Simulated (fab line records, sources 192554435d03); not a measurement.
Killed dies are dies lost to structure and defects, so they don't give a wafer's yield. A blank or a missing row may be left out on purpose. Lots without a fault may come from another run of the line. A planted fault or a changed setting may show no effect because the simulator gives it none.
fab line records | flow n5_finfet | part 2 of 2: steps 6 to 8 of 8
record lots=14 wafers=42 last_day=17
route steps=1938 shown BEOL_M0_SAQP@639 BEOL_M4@1111
lots that met no fault: from a run of the same line without faults
start_h: hours from the record's first day to the start of the lot's first wafer shown | wait_h: hours since the lot's step before | " the same as in the row above | L1.1+2: a row that stands for several wafers | - no value, or no start given | * or withheld: withheld | < > ~ a bound
route shown NAME@n: a module of which the file shows steps, and the number in the route of the first | usual: mean/standard deviation of fault-free wafers | same: alike in all rows | chamber/n: place in a boat | sites: the reading at each site | _std_site: their standard deviation | _edge_site: outer sites' mean less inner sites' | radius_mm: how far each site lies from the wafer's centre | mask NAME#n: copy n | behind: the tool/chamber that last shaped the wafer | hold: why the lot was held/for how many hours/how that ended | device: the transistor (n, p or np) that didn't switch | end of line: the same wafers' tests at the end of the route | a step without rows: its recipe alone | killed: dies lost to structure and defects at the first sort, not the wafer's yield | map: a wafer's dies, x killed, . not, _ none there
set.NAME: the setting as run; set.NAME@STEP: as run at that earlier step | model.NAME: the simulator's own value behind a step, which no gauge read
steps of the route over a sample of lots; a table a step, a row a wafer
services: from which hour (start_h, from the record's first day; less than 0 if before it) a tool's chamber was out of use, for how many hours, and why
## steps
# step N5_BEOL_M0_SAQP_MANDREL_ETCH_20
# recipe target_depth_a=600 chemistry=HBr/Cl2 target=a-Si stop_on=SiNx bt_time_s=10 mask_material=SOC over_etch_frac=0.5 time_s=30 pressure_mtorr=10 icp_w=800 bias_w=75 HBr_flow_sccm=150 Cl2_flow_sccm=80 ends=end_point
# usual HBr_flow_sccm=150.0/0.47 bias_w=75.00/0.2 drypump_motor_current_A=5.8/0.5 he_backside_leak_sccm=2.7/0.32 oes_product_au=0.780/0.012 rf_fwd_power_W=795.7/2.8 throttle_valve_pct=35.5/0.32
# columns lot.wafer tool chamber start_h wait_h HBr_flow_sccm bias_w drypump_motor_current_A he_backside_leak_sccm oes_product_au rf_fwd_power_W rf_hours_counter_h throttle_valve_pct
L186.2 rie_si-01 3 116.27 0.0 150.1 74.92 5.5 2.6 0.752 797.6 115 35.3
L186.3 " 1 " " 150.0 75.27 5.2 2.5 0.768 791.3 85 35.2
L186.6 " 1 " " 150.2 75.04 5.2 2.4 0.778 790.5 - 35.2
L188.1 rie_si-06 0 127.89 0.0 149.4 75.14 6.7 2.6 0.795 798.3 169 35.9
L188.2 " 1 " " 149.3 75.17 6.7 3.0 0.788 793.9 107 35.0
L188.5 " 0 " " 150.2 75.19 6.7 2.5 0.802 794.3 - 35.9
L189.2 rie_si-04 2 135.28 0.0 149.6 74.85 5.4 2.5 0.773 797.7 137 35.4
L189.4 " 3 " " 150.0 74.88 5.7 2.5 0.786 801.7 118 36.0
L189.6 " 3 " " 149.4 74.97 5.7 2.7 0.771 799.5 - 36.0
L190.1 rie_si-01 3 136.59 0.0 151.5 74.71 5.5 2.6 0.741 793.2 115 35.3
L190.2 " 0 " " 150.2 75.05 6.0 3.5 0.773 796.9 129 35.0
L190.4 " 1 " " 150.0 75.08 5.2 2.5 0.769 793.7 86 35.2
L193.2 rie_si-06 0 157.72 0.0 150.2 75.16 6.7 2.5 0.792 791.9 170 35.9
L193.3 " 2 " " 149.5 74.90 5.0 2.6 0.784 794.9 21 35.8
L193.6 " 2 " " 149.9 75.00 5.0 2.6 0.788 795.6 - 35.8
L194.3 rie_si-06 0 164.57 0.0 149.7 74.68 6.7 2.6 0.788 797.5 170 36.0
L194.4 " 3 " " 150.4 75.15 5.5 2.7 0.793 798.2 67 35.4
L194.5 " 1 " " 149.7 75.08 6.7 3.0 0.775 792.7 - 35.0
L195.1 rie_si-01 0 168.40 0.0 150.3 75.16 6.0 3.3 0.780 795.1 130 35.0
L195.2 " 3 " " 149.7 75.17 5.5 2.6 0.760 796.3 116 35.3
L195.4 " 2 " " 149.5 75.14 5.6 2.3 0.805 790.4 158 35.1
L196.1 rie_si-01 3 180.10 0.0 150.5 74.62 5.5 2.7 0.756 792.8 116 35.3
L196.4 " 0 " " 150.2 74.95 6.0 3.4 0.795 796.2 130 35.0
L196.5 " 0 " " 150.5 74.75 6.0 3.4 0.791 797.7 - 34.9
L199.2 rie_si-01 0 192.66 0.0 150.3 75.02 6.0 3.5 0.324 795.8 130 35.8
L199.4 " 2 " " 150.4 75.25 5.6 2.6 0.337 792.3 159 36.0
L199.6 " 1 " " 150.5 74.86 5.2 2.5 0.326 792.3 - 36.1
L200.2 rie_si-06 1 199.71 0.0 150.0 74.77 6.7 3.0 0.328 794.4 108 35.9
L200.3 " 2 " " 150.2 74.75 5.0 2.6 0.342 791.5 22 36.7
L200.6 " 1 " " 150.2 74.64 6.7 2.9 0.330 794.6 - 35.9
L205.4 rie_si-04 0 227.47 0.0 150.2 75.18 6.0 3.1 0.781 796.7 183 35.3
L205.5 " 1 " " 149.7 75.04 5.8 2.3 0.791 794.8 - 35.5
L205.6 " 2 " " 150.2 74.65 5.4 2.5 0.781 793.1 - 35.4
L206.2 rie_si-04 3 234.93 0.0 150.0 74.81 5.7 2.9 0.760 799.8 120 36.0
L206.3 " 1 " " 149.9 74.67 5.8 2.2 0.774 796.5 51 35.5
L206.5 " 2 " " 149.6 75.29 5.4 2.4 0.776 798.5 - 35.4
L207.1 rie_si-04 0 243.00 0.0 149.8 75.26 6.0 3.0 0.779 796.9 184 35.3
L207.2 " 2 " " 148.8 75.08 5.4 2.5 0.770 794.1 139 35.4
L207.3 " 3 " " 150.1 74.80 5.7 2.6 0.779 795.1 120 36.0
L208.3 rie_si-06 3 246.14 0.0 150.7 75.10 5.5 2.7 0.782 791.7 69 35.4
L208.4 " 0 " " 150.2 74.83 6.7 2.6 0.795 797.9 172 35.9
L208.6 " 2 " " 149.0 74.85 5.1 2.3 0.791 797.3 - 35.8
# step N5_BEOL_M0_SAQP_CD_MEAS_25
# recipe target_cd_nm=13.1 landing_energy_ev=1000 detector=se_inlens
# usual cd_nm=12.78/0.25
# columns lot.wafer tool chamber start_h wait_h cd_nm
L186.2 cd_sem-01 0 117.56 0.1 12.66
L186.3 " 0 " " 12.75
L186.6 " 0 " " 12.74
L188.1 cd_sem-01 0 129.18 0.1 12.37
L188.2 " 0 " " 12.49
L188.5 " 0 " " 12.82
L189.2 cd_sem-02 0 136.80 0.1 13.06
L189.4 " 0 " " 12.70
L189.6 " 0 " " 13.02
L190.1 cd_sem-01 0 137.90 0.1 12.82
L190.2 " 0 " " 12.34
L190.4 " 0 " " 12.45
L193.2 cd_sem-02 0 159.01 0.1 12.61
L193.3 " 0 " " 12.92
L193.6 " 0 " " 12.67
L194.3 cd_sem-01 0 165.87 0.1 12.91
L194.4 " 0 " " 12.78
L194.5 " 0 " " 12.76
L195.1 cd_sem-03 0 169.68 0.1 13.00
L195.2 " 0 " " 13.22
L195.4 " 0 " " 12.99
L196.1 cd_sem-02 0 183.95 0.1 12.94
L196.4 " 0 " " 12.60
L196.5 " 0 " " 12.66
L199.2 cd_sem-01 0 193.97 0.1 -
L199.4 " 0 " " -
L199.6 " 0 " " -
L200.2 cd_sem-01 0 201.15 0.1 -
L200.3 " 0 " " -
L200.6 " 0 " " -
L205.4 cd_sem-03 0 228.81 0.1 12.85
L205.5 " 0 " " 12.75
L205.6 " 0 " " 13.04
L206.2 cd_sem-03 0 236.25 0.1 12.81
L206.3 " 0 " " 12.16
L206.5 " 0 " " 12.66
L207.1 cd_sem-03 0 244.55 0.1 12.90
L207.2 " 0 " " 12.81
L207.3 " 0 " " 12.38
L208.3 cd_sem-01 0 247.44 0.1 12.81
L208.4 " 0 " " 12.73
L208.6 " 0 " " 13.12
# step N5_BEOL_M4_RC_MEAS_101
# usual DIBL_N=36.6/2.1 DIBL_P=36.3/2.2 IOFF_N=0.16/0.036 IOFF_P=0.21/0.038 ION_N=671/12 ION_P=460/7.5 SS_N=71.8/0.72 SS_P=73.3/0.72 VT_N=250/3.2 VT_P=-250/3.5
# columns lot.wafer tool chamber start_h wait_h DIBL_N[mV/V] DIBL_P[mV/V] IOFF_N[nA/um] IOFF_P[nA/um] ION_N[uA/um] ION_P[uA/um] SS_N[mV/dec] SS_P[mV/dec] VT_N[mV] VT_P[mV]
L186.2 prober-01 0 171.84 0.2 39.8 37.1 0.20 0.26 678 469 72.1 73.7 249 -245
L186.3 " 0 " " 37.9 35.5 0.17 0.24 679 473 71.9 73.5 247 -246
L186.6 " 0 " " 39.4 36.5 0.19 0.25 666 460 72.7 73.9 247 -246
L188.1 prober-01 0 181.14 0.0 36.6 35.8 0.18 0.21 674 458 71.9 73.5 249 -251
L188.2 " 0 " " 34.7 33.8 0.14 0.18 670 463 71.7 73.2 250 -254
L188.5 " 0 " " 35.2 33.3 0.14 0.17 664 452 71.7 72.9 251 -253
L189.2 prober-01 0 185.55 0.2 39.1 39.6 0.20 0.25 683 458 72.3 74.0 249 -247
L189.4 " 0 " " 34.7 33.7 0.13 0.17 654 451 71.3 72.3 252 -252
L189.6 " 0 " " 33.8 33.0 0.11 0.15 656 454 70.9 72.3 252 -255
L190.1 prober-01 0 192.08 0.0 37.5 36.5 0.18 0.23 673 463 71.3 73.2 247 -248
L190.2 " 0 " " 38.7 37.5 0.21 0.27 697 474 72.4 73.8 246 -245
L190.4 " 0 " " 39.7 39.3 0.24 0.32 686 464 72.7 74.3 242 -242
L193.2 prober-01 0 209.11 0.2 35.7 35.6 0.16 0.21 674 459 71.9 73.0 248 -252
L193.3 " 0 " " 36.0 36.6 0.16 0.23 673 462 71.8 73.2 250 -249
L193.6 " 0 " " 35.9 36.8 0.16 0.22 673 458 72.2 73.3 249 -250
L194.3 prober-02 0 218.80 0.3 34.4 35.1 0.13 0.19 663 456 70.9 72.4 252 -252
L194.4 " 0 " " 35.4 35.9 0.15 0.21 678 470 71.0 73.1 249 -249
L194.5 " 0 " " 32.6 33.4 0.11 0.16 666 461 70.7 72.5 252 -252
L195.1 prober-01 0 223.52 0.0 32.1 31.7 0.12 0.17 668 470 69.9 72.2 253 -250
L195.2 " 0 " " 36.3 35.6 0.18 0.24 686 471 72.0 73.1 248 -247
L195.4 " 0 " " 36.9 36.6 0.18 0.25 673 465 72.1 73.4 248 -246
L196.1 prober-02 0 242.64 0.1 38.5 40.2 0.19 0.22 668 455 71.9 73.7 248 -253
L196.4 " 0 " " 32.7 32.7 0.10 0.13 649 448 70.5 71.0 256 -255
L196.5 " 0 " " 37.1 37.2 0.17 0.18 660 448 72.6 72.8 251 -255
L205.4 prober-02 0 283.35 0.5 37.9 37.7 0.18 0.22 672 451 71.8 73.7 250 -253
L205.5 " 0 " " 35.5 35.2 0.14 0.19 667 457 71.7 72.5 254 -254
L205.6 " 0 " " 36.4 36.9 0.16 0.22 682 462 71.6 73.5 249 -251
L206.2 prober-01 0 290.95 0.2 37.2 35.3 0.16 0.24 658 456 72.2 73.5 251 -246
L206.3 " 0 " " 33.6 32.8 0.12 0.21 666 468 70.6 72.2 255 -249
L206.5 " 0 " " 34.7 33.9 0.14 0.21 667 469 70.3 72.7 247 -246
L207.1 prober-01 0 299.79 0.0 36.2 34.9 0.14 0.17 672 461 71.9 72.5 251 -255
L207.2 " 0 " " 36.7 35.4 0.14 0.19 673 463 71.5 73.0 250 -253
L207.3 " 0 " " 34.0 31.1 0.10 0.13 659 451 70.7 71.5 254 -258
L208.3 prober-02 0 300.27 0.3 35.4 34.1 0.15 0.20 671 462 70.7 73.4 250 -248
L208.4 " 0 " " 36.7 37.2 0.17 0.27 686 478 71.8 73.5 247 -245
L208.6 " 0 " " 36.5 36.3 0.16 0.23 678 467 71.5 74.0 249 -246
## services
# columns tool chamber start_h hours kind
rie_si-04 1 93.20 8.0 repair
rie_diel-03 2 100.80 22.0 repair
rie_diel-06 1 113.13 2.7 repair
rie_diel-03 2 125.25 - clean
rie_diel-03 2 125.25 - consumable_replace:focus_ring
rie_diel-03 2 125.25 - consumable_replace:showerhead
rie_diel-03 2 125.25 35.9 scheduled_down
rie_diel-03 2 125.25 35.9 vent_cycle
rie_diel-05 3 126.60 - clean
rie_diel-05 3 126.60 - consumable_replace:focus_ring
rie_diel-05 3 126.60 - consumable_replace:showerhead
rie_diel-05 3 126.60 13.2 scheduled_down
rie_diel-05 3 126.60 13.2 vent_cycle
rie_diel-05 2 147.57 7.4 repair
rie_si-04 - 179.37 2.8 pm
rie_si-04 2 193.93 5.0 repair
rie_diel-03 2 214.25 38.8 repair
rie_si-01 0 235.90 6.3 repair
## key
first_sign step=N5_BEOL_M0_SAQP_ETCH_84 reading=tool_record direction=missing
effect step=N5_BEOL_M0_SAQP_HM_OPEN_112 reading=oes_product_au direction=down sigmas=4.1 usual=0.51 struck=0.30
effect step=N5_BEOL_M0_SAQP_MANDREL_ETCH_20 reading=oes_product_au direction=down sigmas=36 usual=0.780 struck=0.332
effect step=N5_BEOL_M0_SAQP_CD_MEAS_25 reading=cd_nm direction=missing
met_at N5_BEOL_M0_SAQP_ETCH_84
struck_lots L199,L200
later_rows_left_out L199.2,L199.4,L199.6,L200.2,L200.3,L200.6
sort_left_out L199.2,L199.4,L199.6,L200.2,L200.3,L200.6
not_acting_at N5_BEOL_M0_SAQP_THK_MEAS_05,N5_BEOL_M0_SAQP_CD_MEAS_14,N5_BEOL_M0_SAQP_ETCH_83
onset_between 168.21 192.47
fault kind=skipped_step_whole tool=rie_diel-03,rie_diel-05 chamber=- onset_h=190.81 steps=N5_BEOL_M0_SAQP_ETCH_84 scope=struck_lots_only
# sort_left_out: the simulated sort isn't trusted on such a fault, so these wafers' sort isn't shown, and their yield isn't known
# later_rows_left_out: the simulator's readings of these wafers behind a module that went badly wrong aren't trusted and aren't shown, but for the sort
